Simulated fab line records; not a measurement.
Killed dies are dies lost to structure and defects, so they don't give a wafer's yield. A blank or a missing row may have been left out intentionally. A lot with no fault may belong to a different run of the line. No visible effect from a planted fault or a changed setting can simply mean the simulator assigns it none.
Which tool was responsible? / flow nand harc / 24 lots, 72 wafers sampled, at 4 steps of a route of 1302

== WHAT THE GAUGES SHOWED, per wafer ==
NHARC_A_CONTACT_CD_MEAS_08 targets a cd of 200 nm.
lot=L074; measured=day 22 03:31; on=cd sem-01; cd nm (nm)=200.9 199.8 200.6
lot=L076; measured=day 22 17:54; on=cd sem-03; cd nm (nm)=200.2 201.2 200.2
lot=L075; measured=day 22 19:15; on=cd sem-01; cd nm (nm)=200.5 199.7 200.4
lot=L077; measured=day 23 13:26; on=cd sem-01; cd nm (nm)=200.5 200.9 199.8
lot=L080; measured=day 24 02:35; on=cd sem-01; cd nm (nm)=200.2 200.6 199.6
lot=L079; measured=day 24 05:10; on=cd sem-01; cd nm (nm)=198.3 199.8 200.2
lot=L078; measured=day 24 05:52; on=cd sem-02; cd nm (nm)=200.0 199.2 200.4
lot=L081; measured=day 25 13:27; on=cd sem-01; cd nm (nm)=200.9 199.7 199.2
lot=L082; measured=day 25 14:59; on=cd sem-01; cd nm (nm)=200.2 200.5 199.8
lot=L083; measured=day 26 10:21; on=cd sem-02; cd nm (nm)=199.6 199.7 201.0
lot=L084; measured=day 26 21:47; on=cd sem-02; cd nm (nm)=200.5 199.1 200.4
lot=L085; measured=day 27 10:20; on=cd sem-02; cd nm (nm)=199.9 199.8 199.5
lot=L087; measured=day 27 11:11; on=cd sem-03; cd nm (nm)=200.9 201.6 200.5
lot=L086; measured=day 27 21:30; on=cd sem-02; cd nm (nm)=200.6 201.2 200.5
lot=L089; measured=day 28 05:58; on=cd sem-01; cd nm (nm)=199.6 199.7 199.3
lot=L088; measured=day 28 06:16; on=cd sem-01; cd nm (nm)=199.8 200.9 200.7
lot=L090; measured=day 28 23:32; on=cd sem-02; cd nm (nm)=200.1 200.4 200.0
lot=L091; measured=day 29 16:53; on=cd sem-01; cd nm (nm)=199.9 200.5 201.0
lot=L092; measured=day 29 15:23; on=cd sem-02; cd nm (nm)=201.3 200.1 201.3
lot=L093; measured=day 30 10:59; on=cd sem-01; cd nm (nm)=200.3 200.8 200.4
lot=L094; measured=day 30 11:56; on=cd sem-01; cd nm (nm)=200.2 200.1 200.2
lot=L095; measured=day 31 00:02; on=cd sem-01; cd nm (nm)=199.2 199.8 200.3
lot=L096; measured=day 30 23:27; on=cd sem-01; cd nm (nm)=199.4 199.0 199.7
lot=L097; measured=day 33 01:41; on=cd sem-02; cd nm (nm)=200.9 200.8 199.9

== WHAT TOOL EACH LOT RAN ON (gives the tool, then ch and the chambers of the sampled wafers, and finally the start) ==
lot=L074; NHARC_A_CONTACT_ETCH_77=rie diel-03 ch 1,2, day 21 21:12 or earlier; NHARC_A_CONTACT_ETCH_125=har cap etch-02 ch 0,1, day 21 21:12; NHARC_A_CONTACT_ETCH_129=har cap etch-02 ch 0,1, day 21 22:00
lot=L076; NHARC_A_CONTACT_ETCH_77=rie diel-03 ch 0,2,3, day 22 12:05 or earlier; NHARC_A_CONTACT_ETCH_125=har cap etch-01 ch 0,1, day 22 12:05; NHARC_A_CONTACT_ETCH_129=har cap etch-01 ch 0,1, day 22 12:47
lot=L075; NHARC_A_CONTACT_ETCH_77=rie diel-12 ch 0,2, day 22 13:24 or earlier; NHARC_A_CONTACT_ETCH_125=har cap etch-02 ch 0,1, day 22 13:24; NHARC_A_CONTACT_ETCH_129=har cap etch-02 ch 0,1, day 22 14:07
lot=L077; NHARC_A_CONTACT_ETCH_77=rie diel-03 ch 1,3, day 23 05:35 or earlier; NHARC_A_CONTACT_ETCH_125=har cap etch-01 ch 0,1, day 23 05:35; NHARC_A_CONTACT_ETCH_129=har cap etch-01 ch 0,1, day 23 06:17
lot=L080; NHARC_A_CONTACT_ETCH_77=rie diel-03 ch 0,2,3, day 23 20:03 or earlier; NHARC_A_CONTACT_ETCH_125=har cap etch-02 ch 0,1, day 23 20:03; NHARC_A_CONTACT_ETCH_129=har cap etch-02 ch 0,1, day 23 20:45
lot=L079; NHARC_A_CONTACT_ETCH_77=rie diel-12 ch 0,2,3, day 23 23:08 or earlier; NHARC_A_CONTACT_ETCH_125=har cap etch-01 ch 0,1, day 23 23:08; NHARC_A_CONTACT_ETCH_129=har cap etch-01 ch 0,1, day 23 23:50
lot=L078; NHARC_A_CONTACT_ETCH_77=rie diel-03 ch 1,2,3, day 23 23:17 or earlier; NHARC_A_CONTACT_ETCH_125=har cap etch-03 ch 0,1, day 23 23:17; NHARC_A_CONTACT_ETCH_129=har cap etch-03 ch 0,1, day 24 00:00
lot=L081; NHARC_A_CONTACT_ETCH_77=rie diel-03 ch 1,2,3, day 25 07:07 or earlier; NHARC_A_CONTACT_ETCH_125=har cap etch-03 ch 0,1, day 25 07:07; NHARC_A_CONTACT_ETCH_129=har cap etch-03 ch 0,1, day 25 07:49
lot=L082; NHARC_A_CONTACT_ETCH_77=rie diel-03 ch 0,2,3, day 25 09:11 or earlier; NHARC_A_CONTACT_ETCH_125=har cap etch-02 ch 0,1, day 25 09:11; NHARC_A_CONTACT_ETCH_129=har cap etch-02 ch 0,1, day 25 09:53
lot=L083; NHARC_A_CONTACT_ETCH_77=rie diel-03 ch 0,2,3, day 26 04:41 or earlier; NHARC_A_CONTACT_ETCH_125=har cap etch-03 ch 0,1, day 26 04:41; NHARC_A_CONTACT_ETCH_129=har cap etch-03 ch 0,1, day 26 05:23
lot=L084; NHARC_A_CONTACT_ETCH_77=rie diel-12 ch 0,1,2, day 26 11:28 or earlier; NHARC_A_CONTACT_ETCH_125=har cap etch-03 ch 0,1, day 26 11:28; NHARC_A_CONTACT_ETCH_129=har cap etch-03 ch 0,1, day 26 12:10
lot=L085; NHARC_A_CONTACT_ETCH_77=rie diel-03 ch 0,3, day 26 22:02 or earlier; NHARC_A_CONTACT_ETCH_125=har cap etch-03 ch 1, day 26 22:02; NHARC_A_CONTACT_ETCH_129=har cap etch-03 ch 1, day 26 22:45
lot=L087; NHARC_A_CONTACT_ETCH_77=rie diel-08 ch 0,1,2, day 26 22:41 or earlier; NHARC_A_CONTACT_ETCH_125=har cap etch-02 ch 0,1, day 26 22:41; NHARC_A_CONTACT_ETCH_129=har cap etch-02 ch 0,1, day 26 23:24
lot=L086; NHARC_A_CONTACT_ETCH_77=rie diel-08 ch 1,2,3, day 27 10:37 or earlier; NHARC_A_CONTACT_ETCH_125=har cap etch-01 ch 0,1, day 27 10:37; NHARC_A_CONTACT_ETCH_129=har cap etch-01 ch 0,1, day 27 11:19
lot=L089; NHARC_A_CONTACT_ETCH_77=rie diel-12 ch 0,1,3, day 27 22:07 or earlier; NHARC_A_CONTACT_ETCH_125=har cap etch-01 ch 0, day 27 22:07; NHARC_A_CONTACT_ETCH_129=har cap etch-01 ch 0, day 27 22:50
lot=L088; NHARC_A_CONTACT_ETCH_77=rie diel-12 ch 0,3, day 27 22:59 or earlier; NHARC_A_CONTACT_ETCH_125=har cap etch-03 ch 0,1, day 27 22:59; NHARC_A_CONTACT_ETCH_129=har cap etch-03 ch 0,1, day 27 23:41
lot=L090; NHARC_A_CONTACT_ETCH_77=rie diel-03 ch 0,1, day 28 15:56 or earlier; NHARC_A_CONTACT_ETCH_125=har cap etch-01 ch 0,1, day 28 15:56; NHARC_A_CONTACT_ETCH_129=har cap etch-01 ch 0,1, day 28 16:38
lot=L091; NHARC_A_CONTACT_ETCH_77=rie diel-03 ch 0,2, day 29 09:23 or earlier; NHARC_A_CONTACT_ETCH_125=har cap etch-02 ch 0,1, day 29 09:23; NHARC_A_CONTACT_ETCH_129=har cap etch-02 ch 0,1, day 29 10:05
lot=L092; NHARC_A_CONTACT_ETCH_77=rie diel-08 ch 2,3, day 29 09:17 or earlier; NHARC_A_CONTACT_ETCH_125=har cap etch-03 ch 0,1, day 29 09:17; NHARC_A_CONTACT_ETCH_129=har cap etch-03 ch 0,1, day 29 09:59
lot=L093; NHARC_A_CONTACT_ETCH_77=rie diel-03 ch 0,1,2, day 30 01:03 or earlier; NHARC_A_CONTACT_ETCH_125=har cap etch-03 ch 0,1, day 30 01:03; NHARC_A_CONTACT_ETCH_129=har cap etch-03 ch 0,1, day 30 01:45
lot=L094; NHARC_A_CONTACT_ETCH_77=rie diel-08 ch 1,3, day 30 03:33 or earlier; NHARC_A_CONTACT_ETCH_125=har cap etch-01 ch 0,1, day 30 03:33; NHARC_A_CONTACT_ETCH_129=har cap etch-01 ch 0,1, day 30 04:15
lot=L095; NHARC_A_CONTACT_ETCH_77=rie diel-12 ch 0,2, day 30 17:22 or earlier; NHARC_A_CONTACT_ETCH_125=har cap etch-03 ch 0,1, day 30 17:22; NHARC_A_CONTACT_ETCH_129=har cap etch-03 ch 0,1, day 30 18:19
lot=L096; NHARC_A_CONTACT_ETCH_77=rie diel-03 ch 0,2, day 30 17:37 or earlier; NHARC_A_CONTACT_ETCH_125=har cap etch-01 ch 0,1, day 30 17:37; NHARC_A_CONTACT_ETCH_129=har cap etch-01 ch 0,1, day 30 18:19
lot=L097; NHARC_A_CONTACT_ETCH_77=rie diel-03 ch 1, day 32 15:44 or earlier; NHARC_A_CONTACT_ETCH_125=har cap etch-01 ch 0,1, day 32 15:44; NHARC_A_CONTACT_ETCH_129=har cap etch-01 ch 0,1, day 32 16:26
- NHARC_A_CONTACT_ETCH_77: etches the open film in CF4/CHF3, target depth 108.9 nm, time 54.5 s.
- NHARC_A_CONTACT_ETCH_125: etches the open film in C4F8/O2/Ar, time 197 s, target depth 1918 nm.
- NHARC_A_CONTACT_ETCH_129: etches the open film in C4F8/O2/Ar, time 197 s, target depth 1918 nm.

== AS READ BY THE TOOLS THEMSELVES (means over the sampled wafers that have a number; for cases with no such wafer, the mark the record gives instead) ==
NHARC_A_CONTACT_ETCH_77.
lot=L074; tool=rie diel-03; drypump motor current A (A)=5.3; oes product au (a.u.)=0.926; rf vpp V (V)=369.1; showerhead plenum p Torr (Torr)=1.51; throttle valve pct (%)=16.791
lot=L076; tool=rie diel-03; drypump motor current A (A)=5.6; oes product au (a.u.)=0.970; rf vpp V (V)=369.7; showerhead plenum p Torr (Torr)=1.55; throttle valve pct (%)=16.799
lot=L075; tool=rie diel-12; drypump motor current A (A)=5.8; oes product au (a.u.)=0.967; rf vpp V (V)=370.0; showerhead plenum p Torr (Torr)=1.55; throttle valve pct (%)=16.811
lot=L077; tool=rie diel-03; drypump motor current A (A)=5.2; oes product au (a.u.)=0.929; rf vpp V (V)=371.7; showerhead plenum p Torr (Torr)=1.61; throttle valve pct (%)=16.807
lot=L080; tool=rie diel-03; drypump motor current A (A)=5.6; oes product au (a.u.)=0.932; rf vpp V (V)=370.4; showerhead plenum p Torr (Torr)=1.55; throttle valve pct (%)=16.796
lot=L079; tool=rie diel-12; drypump motor current A (A)=5.9; oes product au (a.u.)=0.928; rf vpp V (V)=372.2; showerhead plenum p Torr (Torr)=1.58; throttle valve pct (%)=16.808
lot=L078; tool=rie diel-03; drypump motor current A (A)=5.4; oes product au (a.u.)=0.923; rf vpp V (V)=370.4; showerhead plenum p Torr (Torr)=1.56; throttle valve pct (%)=16.802
lot=L081; tool=rie diel-03; drypump motor current A (A)=5.4; oes product au (a.u.)=0.924; rf vpp V (V)=369.6; showerhead plenum p Torr (Torr)=1.56; throttle valve pct (%)=16.801
lot=L082; tool=rie diel-03; drypump motor current A (A)=5.6; oes product au (a.u.)=0.959; rf vpp V (V)=368.9; showerhead plenum p Torr (Torr)=1.54; throttle valve pct (%)=16.814
lot=L083; tool=rie diel-03; drypump motor current A (A)=5.6; oes product au (a.u.)=0.927; rf vpp V (V)=369.7; showerhead plenum p Torr (Torr)=1.54; throttle valve pct (%)=16.804
lot=L084; tool=rie diel-12; drypump motor current A (A)=5.8; oes product au (a.u.)=0.945; rf vpp V (V)=369.9; showerhead plenum p Torr (Torr)=1.54; throttle valve pct (%)=16.806
lot=L085; tool=rie diel-03; drypump motor current A (A)=5.4; oes product au (a.u.)=0.928; rf vpp V (V)=371.5; showerhead plenum p Torr (Torr)=1.60; throttle valve pct (%)=16.799
lot=L087; tool=rie diel-08; drypump motor current A (A)=5.7; oes product au (a.u.)=0.922; rf vpp V (V)=370.9; showerhead plenum p Torr (Torr)=1.60; throttle valve pct (%)=16.802
lot=L086; tool=rie diel-08; drypump motor current A (A)=5.9; oes product au (a.u.)=0.926; rf vpp V (V)=370.6; showerhead plenum p Torr (Torr)=1.57; throttle valve pct (%)=16.788
lot=L089; tool=rie diel-12; drypump motor current A (A)=5.8; oes product au (a.u.)=0.970; rf vpp V (V)=369.1; showerhead plenum p Torr (Torr)=1.54; throttle valve pct (%)=16.805
lot=L088; tool=rie diel-12; drypump motor current A (A)=5.9; oes product au (a.u.)=0.938; rf vpp V (V)=370.5; showerhead plenum p Torr (Torr)=1.57; throttle valve pct (%)=16.802
lot=L090; tool=rie diel-03; drypump motor current A (A)=5.3; oes product au (a.u.)=0.977; rf vpp V (V)=367.8; showerhead plenum p Torr (Torr)=1.50; throttle valve pct (%)=16.799
lot=L091; tool=rie diel-03; drypump motor current A (A)=5.8; oes product au (a.u.)=0.945; rf vpp V (V)=367.7; showerhead plenum p Torr (Torr)=1.48; throttle valve pct (%)=16.800
lot=L092; tool=rie diel-08; drypump motor current A (A)=6.2; oes product au (a.u.)=0.912; rf vpp V (V)=371.0; showerhead plenum p Torr (Torr)=1.60; throttle valve pct (%)=16.806
lot=L093; tool=rie diel-03; drypump motor current A (A)=5.6; oes product au (a.u.)=0.922; rf vpp V (V)=367.6; showerhead plenum p Torr (Torr)=1.49; throttle valve pct (%)=16.811
lot=L094; tool=rie diel-08; drypump motor current A (A)=6.1; oes product au (a.u.)=0.915; rf vpp V (V)=370.8; showerhead plenum p Torr (Torr)=1.57; throttle valve pct (%)=16.814
lot=L095; tool=rie diel-12; drypump motor current A (A)=5.8; oes product au (a.u.)=0.939; rf vpp V (V)=368.7; showerhead plenum p Torr (Torr)=1.54; throttle valve pct (%)=16.804
lot=L096; tool=rie diel-03; drypump motor current A (A)=5.8; oes product au (a.u.)=0.913; rf vpp V (V)=368.1; showerhead plenum p Torr (Torr)=1.48; throttle valve pct (%)=16.803
lot=L097; tool=rie diel-03; drypump motor current A (A)=5.1; oes product au (a.u.)=0.941; rf vpp V (V)=369.1; showerhead plenum p Torr (Torr)=1.51; throttle valve pct (%)=16.797

== THE ANSWER, worked out from the rows above alone ==
Rule: usual is defined by the lots themselves. The widest of any qualifying gaps counts: lots, ordered by their means at a reading, are off when they make up no more than a third of the lots, leave a main group of 4 or more, and stand apart from it by 3 or more times the standard deviation of that group's means. Not used: any main group whose means are identical at the precision the tables above print for the reading. A lot without any number at a reading at which 4 lots or more have one is off too. Where the step has rows for the other lots, those lots are counted as sound. First the gauges in route order, then the tools' own readings, where a lot's mean is used as printed above. At the first step where some lot is off, the reading lying furthest off is the one used; lots without a number count as furthest.
Across all readings shown, no lot is off: no conclusion can be drawn from this.

== WHAT WAS PUT IN BY THE SIMULATOR ==
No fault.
